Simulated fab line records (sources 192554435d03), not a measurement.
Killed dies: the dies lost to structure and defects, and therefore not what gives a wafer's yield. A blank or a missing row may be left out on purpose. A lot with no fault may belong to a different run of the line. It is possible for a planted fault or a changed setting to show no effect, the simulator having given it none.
fab line records	flow n5-finfet	part 1 of 2: steps 1 to 15 of 25
[record] lots = 5	wafers = 15	last-day = 16
route steps=1938 shown MOL_CONTACT_COAG@602
lots that met no fault: from a run of the same line without faults
start-h: the number of hours between the record's first day and the start of the first shown wafer of the lot	wait-h: hours since the lot's step before	" identical to the entry in the row above	L1.1+2: several wafers, shown together as one row	- no value, or no start was given	* or withheld: withheld	< > ~ a bound
route shown NAME@n: NAME is a module with steps in the file, n the number in the route of the first one	usual: the fault-free wafers' mean and standard deviation	same: alike in all rows	chamber/n: place in a boat	sites: each site's reading	_std_site: standard deviation of those values	_edge_site: outer sites' mean less inner sites'	radius-mm: how far each site lies from the wafer's centre	mask NAME#n: copy n	behind: the last tool/chamber to shape the wafer	hold: the reason the lot was held/the length of the hold in hours/how it ended	device: the n, p or np transistor that did not switch	end of line: tests run on the same wafers once the route is complete	where a step has no rows: the recipe by itself	killed: dies that structure and defects cost at the first sort, which is not the same as the wafer's yield	map: a wafer's dies, x killed, . not, _ none there
set.NAME: the run value of the setting; set.NAME@STEP: its run value at that earlier step	model.NAME: the simulator's own value behind a step, which no gauge read
lots seen at some steps along the route; tables by step, rows by wafer
services: from which hour (start-h, from the record's first day; less than 0 if before it) a tool's chamber was out of use, for how many hours, and why
[[steps]]
[step N5_MOL_CONTACT_COAG_CD_MEAS_40]
[recipe] target-cd-nm = 25.1	landing-energy-ev = 500	detector = se-inlens	polarity = opening
[usual] cd-nm = 25.14/0.21
lot.wafer	tool	chamber	start-h	wait-h	cd-nm
L079.1	cd-sem-03	0	140.03	-	25.20
L079.3	"	0	"	"	25.10
L079.4	"	0	"	"	25.17
L082.1	cd-sem-01	0	145.60	-	24.72
L082.3	"	0	"	"	25.07
L082.6	"	0	"	"	24.80
L083.1	cd-sem-01	0	152.96	-	25.32
L083.4	"	0	"	"	25.05
L083.5	"	0	"	"	25.02
L089.1	cd-sem-03	0	189.76	-	25.45
L089.2	"	0	"	"	25.16
L089.6	"	0	"	"	24.91
L093.2	cd-sem-03	0	216.56	-	25.15
L093.4	"	0	"	"	25.54
L093.5	"	0	"	"	25.50
[step N5_MOL_CONTACT_COAG_OVL_MEAS_41]
[recipe] points-per-wafer = 522
[usual] VD_OVL = 0.0/0.71
lot.wafer	tool	chamber	start-h	wait-h	VD_OVL[nm]
L079.1	overlay-02	0	140.06	0.0	-0.4
L079.3	"	0	"	"	-0.2
L079.4	"	0	"	"	0.1
L082.1	overlay-02	0	145.63	0.0	-1.0
L082.3	"	0	"	"	0.2
L082.6	"	0	"	"	0.1
L083.1	overlay-01	0	152.99	0.0	-1.3
L083.4	"	0	"	"	-0.8
L083.5	"	0	"	"	-0.4
L089.1	overlay-01	0	189.79	0.0	-0.5
L089.2	"	0	"	"	0.3
L089.6	"	0	"	"	-0.4
L093.2	overlay-01	0	216.60	0.0	0.3
L093.4	"	0	"	"	0.8
L093.5	"	0	"	"	0.9
[step N5_MOL_CONTACT_COAG_INSPECT_42]
[recipe] mode = adi	inspect-instrument = brightfield
[usual] raw-defect-count = 222/65
lot.wafer	tool	chamber	start-h	wait-h	raw-defect-count
L079.1	defect-inspect-02	-	140.12	0.1	158
L079.3	"	-	"	"	231
L079.4	"	-	"	"	168
L082.1	defect-inspect-02	-	145.69	0.1	226
L082.3	"	-	"	"	341
L082.6	"	-	"	"	259
L083.1	defect-inspect-01	-	153.05	0.1	163
L083.4	"	-	"	"	192
L083.5	"	-	"	"	233
L089.1	defect-inspect-01	-	189.85	0.1	149
L089.2	"	-	"	"	232
L089.6	"	-	"	"	253
L093.2	defect-inspect-01	-	216.65	0.0	259
L093.4	"	-	"	"	314
L093.5	"	-	"	"	123
[step N5_MOL_CONTACT_COAG_DESCUM_45]
[recipe] chemistry = O2	time-s = 7	source-power-w = 50	bias-power-w = 20	pressure-mtorr = 20	rf-frequency-hz = 2.712e+07	temp-c = 40	resist = CAR-EUV	o2-flow-sccm = 225
[usual] drypump-motor-current-A = 5.5/0.32	oes-product-au = 0.81/0.081	rf-vpp-V = 243.7/1.2	showerhead-plenum-p-Torr = 2.12/0.052	throttle-valve-pct = 20.45/0.19
lot.wafer	tool	chamber	start-h	wait-h	drypump-motor-current-A	oes-product-au	rf-hours-counter-h	rf-vpp-V	showerhead-plenum-p-Torr	throttle-valve-pct
L079.1	rie-diel-02	0	140.16	0.0	5.6	0.71	209	245.0	2.16	20.84
L079.3	"	3	"	"	5.1	0.73	161	245.2	2.17	20.31
L079.4	"	2	"	"	5.5	0.74	-	244.5	2.09	20.36
L082.1	rie-diel-01	0	145.73	0.0	5.3	0.87	51	244.0	2.21	20.14
L082.3	"	3	"	"	5.7	0.91	29	242.9	2.05	20.23
L082.6	"	3	"	"	5.7	0.90	-	243.1	2.05	20.24
L083.1	rie-diel-02	1	153.09	0.0	4.7	0.84	86	242.2	2.11	20.62
L083.4	"	2	"	"	5.5	0.73	171	243.3	2.09	20.38
L083.5	"	3	"	"	5.1	0.73	-	243.5	2.17	20.30
L089.1	rie-diel-02	2	189.88	0.0	5.5	0.73	184	243.3	2.08	20.41
L089.2	"	3	"	"	5.1	0.73	178	245.7	2.16	20.30
L089.6	"	0	"	"	5.7	0.70	-	244.3	2.16	20.87
L093.2	rie-diel-04	2	216.69	0.0	5.4	0.85	79	244.2	2.13	20.48
L093.4	"	2	"	"	5.4	0.85	-	244.3	2.13	20.47
L093.5	"	3	"	"	5.6	0.85	-	243.4	2.13	20.44
[step N5_MOL_CONTACT_COAG_ETCH_65]
[recipe] chemistry = N2/H2	target = underlayer	target-depth-a = 130	mask-material = CAR-EUV	time-s = 10.4	ion-energy-ev = 200	pressure-mtorr = 30	source-w = 840	bias-w = 150	n2-flow-sccm = 200	h2-flow-sccm = 200	ends = cleared
[usual] drypump-motor-current-A = 5.5/0.32	etch-rf-on-time-s = 10.32/0.15	n2-flow-sccm = 200.0/0.53	oes-product-au = 0.69/0.068	rf-vpp-V = 524.9/1.9	showerhead-plenum-p-Torr = 2.58/0.065	throttle-valve-pct = 17.85/0.21
lot.wafer	tool	chamber	start-h	wait-h	drypump-motor-current-A	etch-rf-on-time-s	n2-flow-sccm	oes-product-au	rf-hours-counter-h	rf-vpp-V	showerhead-plenum-p-Torr	throttle-valve-pct
L079.1	rie-diel-02	0	140.19	0.0	5.7	10.28	199.6	0.61	209	526.4	2.63	18.33
L079.3	"	3	"	"	5.1	10.74	200.1	0.63	161	526.3	2.64	17.74
L079.4	"	2	"	"	5.5	10.61	199.8	0.63	-	523.8	2.53	17.72
L082.1	rie-diel-01	0	145.76	0.0	5.2	10.21	199.9	0.77	51	528.7	2.69	17.60
L082.3	"	3	"	"	5.7	10.26	200.1	0.77	29	522.3	2.49	17.62
L082.6	"	3	"	"	5.7	10.31	199.8	0.76	-	522.1	2.49	17.63
L083.1	rie-diel-02	1	153.12	0.0	4.7	10.31	199.6	0.71	86	525.0	2.57	18.01
L083.4	"	2	"	"	5.5	10.34	199.8	0.63	171	524.8	2.53	17.73
L083.5	"	3	"	"	5.1	10.56	199.7	0.64	-	526.5	2.64	17.74
L089.1	rie-diel-02	2	189.92	0.0	5.5	10.46	200.1	0.62	184	523.3	2.52	17.75
L089.2	"	3	"	"	5.1	10.58	198.8	0.62	178	526.9	2.64	17.77
L089.6	"	0	"	"	5.7	10.31	200.4	0.60	-	525.5	2.63	18.38
L093.2	rie-diel-04	2	216.72	0.0	5.4	10.18	200.2	0.72	79	524.7	2.58	17.89
L093.4	"	2	"	"	5.4	10.18	200.2	0.73	-	524.4	2.58	17.89
L093.5	"	3	"	"	5.6	10.23	200.2	0.72	-	523.9	2.57	17.81
[step N5_MOL_CONTACT_COAG_ETCH_66]
[recipe] chemistry = CF4	target = SiARC	target-depth-a = 130	mask-material = CAR-EUV	time-s = 21.7	ion-energy-ev = 80	pressure-mtorr = 40	source-w = 545	bias-w = 36	Ar_flow_sccm = 100	cf4-flow-sccm = 100	ends = cleared
[usual] drypump-motor-current-A = 5.5/0.32	etch-rf-on-time-s = 21.5/0.31	oes-product-au = 0.69/0.068	rf-vpp-V = 184.5/1	showerhead-plenum-p-Torr = 2.17/0.051	throttle-valve-pct = 15.61/0.2
lot.wafer	tool	chamber	start-h	wait-h	drypump-motor-current-A	etch-rf-on-time-s	oes-product-au	rf-hours-counter-h	rf-vpp-V	showerhead-plenum-p-Torr	throttle-valve-pct
L079.1	rie-diel-02	0	140.21	0.0	5.7	21.4	0.60	209	184.8	2.20	16.00
L079.3	"	3	"	"	5.1	22.1	0.64	161	184.7	2.22	15.59
L079.4	"	2	"	"	5.5	21.9	0.63	-	183.4	2.13	15.53
L082.1	rie-diel-01	0	145.78	0.0	5.2	21.4	0.76	51	184.9	2.26	15.35
L082.3	"	3	"	"	5.7	21.2	0.78	29	183.7	2.09	15.39
L082.6	"	3	"	"	5.7	21.4	0.78	-	184.4	2.09	15.37
L083.1	rie-diel-02	1	153.14	0.0	4.7	21.7	0.71	86	184.5	2.16	15.76
L083.4	"	2	"	"	5.5	21.8	0.62	171	184.1	2.13	15.52
L083.5	"	3	"	"	5.1	21.7	0.65	-	185.2	2.22	15.57
L089.1	rie-diel-02	2	189.94	0.0	5.5	21.7	0.62	184	183.8	2.13	15.56
L089.2	"	3	"	"	5.1	21.9	0.63	178	186.0	2.22	15.61
L089.6	"	0	"	"	5.7	21.2	0.60	-	183.6	2.20	16.03
L093.2	rie-diel-04	2	216.74	0.0	5.4	21.0	0.72	79	185.3	2.17	15.60
L093.4	"	2	"	"	5.4	21.0	0.73	-	183.6	2.17	15.59
L093.5	"	3	"	"	5.6	20.9	0.73	-	184.4	2.17	15.58
[step N5_MOL_CONTACT_COAG_ALD_133]
[recipe] material = SiO2	target-thk-a = 50	temp-c = 100	ald-precursor-family = BDEAS	ald-co-reactant = O2-plasma	pulse-time-s = 1	co-reactant-pulse-time-s = 1	purge-time-s = 2	co-reactant-purge-time-s = 2	ald-cycles = 35	pressure-torr = 2
[usual] heater-power-w = 79/7	precursor-pulse-height-rel = 1.001/0.019
lot.wafer	tool	chamber	start-h	wait-h	heater-power-w	precursor-pulse-height-rel
L079.1	ald-sin-01	0	140.30	0.1	84	0.993
L079.3	"	1	"	"	87	0.985
L079.4	"	3	"	"	86	1.018
L082.1	ald-sin-02	1	146.02	0.2	82	1.020
L082.3	"	2	"	"	78	0.965
L082.6	"	3	"	"	61	0.984
L083.1	ald-sin-03	1	153.22	0.1	77	1.009
L083.4	"	0	"	"	71	1.002
L083.5	"	3	"	"	72	1.021
L089.1	ald-sin-03	3	190.16	0.2	73	1.015
L089.2	"	1	"	"	76	1.006
L089.6	"	0	"	"	72	0.992
L093.2	ald-sin-02	3	216.82	0.1	62	0.995
L093.4	"	1	"	"	81	0.977
L093.5	"	3	"	"	59	0.971
[step N5_MOL_CONTACT_COAG_ETCHBACK_134]
[recipe] chemistry = CHF3	target = SiO2	target-depth-a = 100	time-s = 6.7	ion-energy-ev = 200	pressure-mtorr = 30	source-w = 610	bias-w = 170	Ar_flow_sccm = 200	CHF3_flow_sccm = 50
[usual] drypump-motor-current-A = 5.48/0.3	oes_f_703_au = 0.81/0.08	oes-product-au = 0.80/0.083	rf-vpp-V = 523/7.5	showerhead-plenum-p-Torr = 2.40/0.059	throttle-valve-pct = 18.73/0.17
lot.wafer	tool	chamber	start-h	wait-h	drypump-motor-current-A	oes_f_703_au	oes-product-au	rf-hours-counter-h	rf-vpp-V	showerhead-plenum-p-Torr	throttle-valve-pct
L079.1	rie-diel-04	3	140.47	0.1	5.62	0.88	0.88	42	521	2.42	18.72
L079.3	"	1	"	"	5.40	0.91	0.93	20	516	2.33	18.58
L079.4	"	2	"	"	5.41	0.88	0.89	54	515	2.42	18.69
L082.1	rie-diel-02	2	146.20	0.1	5.50	0.72	0.74	169	533	2.37	18.65
L082.3	"	0	"	"	5.65	0.72	0.70	212	525	2.44	19.09
L082.6	"	0	"	"	5.64	0.71	0.71	-	526	2.44	19.07
L083.1	rie-diel-04	2	153.40	0.1	5.37	0.87	0.87	58	514	2.42	18.72
L083.4	"	1	"	"	5.40	0.90	0.92	-	514	2.33	18.59
L083.5	"	2	"	"	5.37	0.88	0.87	-	515	2.42	18.69
L089.1	rie-diel-04	0	190.47	0.2	5.75	0.71	0.70	225	520	2.35	18.89
L089.2	"	3	"	"	5.63	0.85	0.86	54	520	2.42	18.73
L089.6	"	0	"	"	5.75	0.70	0.71	-	519	2.35	18.89
L093.2	rie-diel-01	3	217.26	0.4	5.65	0.86	0.86	55	520	2.32	18.55
L093.4	"	2	"	"	6.09	0.86	0.86	64	531	2.51	18.52
L093.5	"	0	"	"	5.27	0.84	0.86	-	540	2.51	18.50
[step N5_MOL_CONTACT_COAG_ETCH_67]
[recipe] chemistry = N2/H2	target = SOC	target-depth-a = 600	overetch-a = 210	mask-material = SiARC	temp-c = 40	time-s = 101.2	ion-energy-ev = 200	pressure-mtorr = 30	source-w = 840	bias-w = 150	n2-flow-sccm = 200	h2-flow-sccm = 200
[usual] drypump-motor-current-A = 5.49/0.3	n2-flow-sccm = 200.0/0.62	oes-product-au = 0.67/0.065	rf-vpp-V = 524.6/1.8	showerhead-plenum-p-Torr = 2.57/0.064	throttle-valve-pct = 17.82/0.2
lot.wafer	tool	chamber	start-h	wait-h	drypump-motor-current-A	n2-flow-sccm	oes-product-au	rf-hours-counter-h	rf-vpp-V	showerhead-plenum-p-Torr	throttle-valve-pct
L079.1	rie-diel-04	3	140.51	0.0	5.60	199.7	0.72	42	524.3	2.58	17.73
L079.3	"	1	"	"	5.39	200.0	0.77	20	522.6	2.50	17.77
L079.4	"	2	"	"	5.43	199.5	0.73	54	524.5	2.59	17.82
L082.1	rie-diel-02	2	146.23	0.0	5.51	199.8	0.62	169	523.9	2.53	17.69
L082.3	"	0	"	"	5.70	199.9	0.59	212	525.1	2.63	18.32
L082.6	"	0	"	"	5.70	199.2	0.58	-	527.1	2.63	18.30
L083.1	rie-diel-04	2	153.43	0.0	5.43	199.7	0.72	58	523.8	2.59	17.83
L083.4	"	1	"	"	5.41	200.3	0.76	-	523.2	2.49	17.80
L083.5	"	2	"	"	5.44	199.9	0.72	-	525.1	2.59	17.82
L089.1	rie-diel-04	0	190.50	0.0	5.74	200.8	0.60	225	522.6	2.50	17.88
L089.2	"	3	"	"	5.62	200.5	0.71	54	523.6	2.58	17.75
L089.6	"	0	"	"	5.75	200.7	0.59	-	523.1	2.50	17.89
L093.2	rie-diel-01	3	217.30	0.0	5.67	200.0	0.72	55	522.7	2.48	17.63
L093.4	"	2	"	"	6.10	200.0	0.71	64	528.1	2.68	17.55
L093.5	"	0	"	"	5.25	200.5	0.72	-	528.6	2.68	17.59
[step N5_MOL_CONTACT_COAG_STRIP_68]
[recipe] chemistry = N2/H2	temp-c = 40	n2-flow-sccm = 200	h2-flow-sccm = 200	rf-frequency-hz = 6e+07
lot.wafer	tool	chamber	start-h	wait-h
L079.1+3+4	rie-diel-04	3,1,2	140.58	0.0
L082.1+3+6	rie-diel-02	2,0,0	146.30	0.0
L083.1+4+5	rie-diel-04	2,1,2	153.50	0.0
L089.1+2+6	rie-diel-04	0,3,0	190.57	0.0
L093.2+4+5	rie-diel-01	3,2,0	217.37	0.0
[step N5_MOL_CONTACT_COAG_STRIP_69]
[recipe] chemistry = N2/H2	temp-c = 40	n2-flow-sccm = 200	h2-flow-sccm = 200	rf-frequency-hz = 6e+07
lot.wafer	tool	chamber	start-h	wait-h
L079.1+3+4	rie-diel-04	3,1,2	140.59	0.0
L082.1+3+6	rie-diel-02	2,0,0	146.31	0.0
L083.1+4+5	rie-diel-04	2,1,2	153.51	0.0
L089.1+2+6	rie-diel-04	0,3,0	190.58	0.0
L093.2+4+5	rie-diel-01	3,2,0	217.38	0.0
[step N5_MOL_CONTACT_COAG_ETCHBACK_136]
[recipe] chemistry = CHF3	target = SiO2	target-depth-a = 250	time-s = 16.7	ion-energy-ev = 200	pressure-mtorr = 30	source-w = 610	bias-w = 170	Ar_flow_sccm = 200	CHF3_flow_sccm = 50
[usual] drypump-motor-current-A = 5.49/0.3	oes_f_703_au = 0.81/0.08	oes-product-au = 0.81/0.083	rf-vpp-V = 523/7.6	showerhead-plenum-p-Torr = 2.40/0.059	throttle-valve-pct = 18.73/0.17
lot.wafer	tool	chamber	start-h	wait-h	drypump-motor-current-A	oes_f_703_au	oes-product-au	rf-hours-counter-h	rf-vpp-V	showerhead-plenum-p-Torr	throttle-valve-pct
L079.1	rie-diel-04	3	140.60	0.0	5.59	0.88	0.88	42	521	2.42	18.71
L079.3	"	1	"	"	5.40	0.92	0.92	20	513	2.33	18.60
L079.4	"	2	"	"	5.38	0.88	0.88	54	513	2.42	18.70
L082.1	rie-diel-02	2	146.32	0.0	5.53	0.73	0.74	169	535	2.37	18.62
L082.3	"	0	"	"	5.69	0.71	0.70	212	526	2.44	19.08
L082.6	"	0	"	"	5.71	0.71	0.71	-	524	2.44	19.09
L083.1	rie-diel-04	2	153.52	0.0	5.43	0.88	0.88	59	514	2.42	18.69
L083.4	"	1	"	"	5.42	0.91	0.91	-	514	2.33	18.59
L083.5	"	2	"	"	5.41	0.87	0.86	-	515	2.42	18.71
L089.1	rie-diel-04	0	190.59	0.0	5.75	0.70	0.69	225	519	2.35	18.88
L089.2	"	3	"	"	5.59	0.85	0.85	54	520	2.42	18.73
L089.6	"	0	"	"	5.74	0.71	0.71	-	521	2.35	18.87
L093.2	rie-diel-01	3	217.39	0.0	5.68	0.86	0.86	55	519	2.32	18.56
L093.4	"	2	"	"	6.06	0.85	0.85	64	534	2.51	18.50
L093.5	"	0	"	"	5.26	0.85	0.86	-	539	2.51	18.50
[step N5_MOL_CONTACT_COAG_STRIP_120]
[recipe] chemistry = CHF3	resist = SiARC	rf-frequency-hz = 6e+07
lot.wafer	tool	chamber	start-h	wait-h
L079.1+3+4	rie-diel-04	3,1,2	140.62	0.0
L082.1+3+6	rie-diel-02	2,0,0	146.35	0.0
L083.1+4+5	rie-diel-04	2,1,2	153.55	0.0
L089.1+2+6	rie-diel-04	0,3,0	190.61	0.0
L093.2+4+5	rie-diel-01	3,2,0	217.41	0.0
[step N5_MOL_CONTACT_COAG_VIA_ETCH_117]
[recipe] chemistry = C4F6/O2	target-depth-a = 400	overetch-a = 80	mask-material = SOC	target = SiO2	bias-w = 455	pressure-mtorr = 10	time-s = 26	source-w = 325	Ar_flow_sccm = 300	C4F6_flow_sccm = 10	O2_flow_sccm = 10	ion-energy-ev = 575.3	ends = end-point
[usual] drypump-motor-current-A = 5.49/0.3	oes_f_703_au = 0.81/0.08	oes-product-au = 0.72/0.067	rf-vpp-V = 1584/21	showerhead-plenum-p-Torr = 2.87/0.07	throttle-valve-pct = 41.02/0.14
lot.wafer	tool	chamber	start-h	wait-h	drypump-motor-current-A	oes_f_703_au	oes-product-au	rf-hours-counter-h	rf-vpp-V	showerhead-plenum-p-Torr	throttle-valve-pct
L079.1	rie-diel-04	3	140.63	0.0	5.59	0.87	0.77	42	1576	2.89	40.99
L079.3	"	1	"	"	5.41	0.92	0.80	20	1558	2.78	41.09
L079.4	"	2	"	"	5.40	0.89	0.77	54	1560	2.89	41.04
L082.1	rie-diel-02	2	146.36	0.0	5.52	0.73	0.66	169	1616	2.83	41.01
L082.3	"	0	"	"	5.69	0.71	0.63	212	1589	2.91	41.21
L082.6	"	0	"	"	5.68	0.72	0.63	-	1591	2.91	41.21
L083.1	rie-diel-04	2	153.56	0.0	5.44	0.88	0.77	59	1560	2.89	41.03
L083.4	"	1	"	"	5.42	0.91	0.80	-	1558	2.78	41.10
L083.5	"	2	"	"	5.43	0.87	0.77	-	1561	2.89	41.04
L089.1	rie-diel-04	0	190.62	0.0	5.74	0.71	0.63	225	1573	2.80	40.95
L089.2	"	3	"	"	5.61	0.86	0.76	54	1577	2.89	40.99
L089.6	"	0	"	"	5.75	0.71	0.64	-	1575	2.80	40.95
L093.2	rie-diel-01	3	217.42	0.0	5.70	0.86	0.77	55	1572	2.76	40.73
L093.4	"	2	"	"	6.06	0.86	0.76	64	1611	2.99	41.09
L093.5	"	0	"	"	5.28	0.85	0.76	-	1630	2.99	40.95
[step N5_MOL_CONTACT_COAG_ETCH_124]
[recipe] chemistry = CH3F/O2	target = SiNx	target-depth-a = 65	mask-material = SOC	stop-on = SiOC	over-etch-frac = 0.3	ion-energy-ev = 120	pressure-mtorr = 30	source-w = 395	bias-w = 73	Ar_flow_sccm = 150	CH3F_flow_sccm = 30	O2_flow_sccm = 20	ends = end-point
[usual] drypump-motor-current-A = 5.48/0.29	oes_f_703_au = 0.81/0.08	oes-product-au = 0.69/0.067	rf-vpp-V = 297/4.2	showerhead-plenum-p-Torr = 2.02/0.051	throttle-valve-pct = 16.32/0.18
lot.wafer	tool	chamber	start-h	wait-h	drypump-motor-current-A	oes_f_703_au	oes-product-au	rf-hours-counter-h	rf-vpp-V	showerhead-plenum-p-Torr	throttle-valve-pct
L079.1	rie-diel-04	3	140.66	0.0	5.63	0.87	0.74	42	295	2.04	16.27
L079.3	"	1	"	"	5.39	0.92	0.78	20	291	1.96	16.15
L079.4	"	2	"	"	5.40	0.88	0.74	54	292	2.04	16.26
L082.1	rie-diel-02	2	146.38	0.0	5.51	0.73	0.63	169	304	1.99	16.25
L082.3	"	0	"	"	5.64	0.71	0.60	212	298	2.06	16.70
L082.6	"	0	"	"	5.63	0.72	0.59	-	297	2.06	16.71
L083.1	rie-diel-04	2	153.58	0.0	5.45	0.88	0.74	59	292	2.03	16.28
L083.4	"	1	"	"	5.44	0.91	0.77	-	292	1.96	16.16
L083.5	"	2	"	"	5.40	0.88	0.74	-	292	2.03	16.29
L089.1	rie-diel-04	0	190.65	0.0	5.76	0.71	0.61	225	294	1.97	16.51
L089.2	"	3	"	"	5.60	0.86	0.73	54	296	2.03	16.29
L089.6	"	0	"	"	5.75	0.71	0.60	-	295	1.97	16.52
L093.2	rie-diel-01	3	217.45	0.0	5.67	0.87	0.74	55	294	1.95	16.15
L093.4	"	2	"	"	6.04	0.84	0.73	64	303	2.11	16.11
L093.5	"	0	"	"	5.24	0.84	0.73	-	304	2.11	16.08
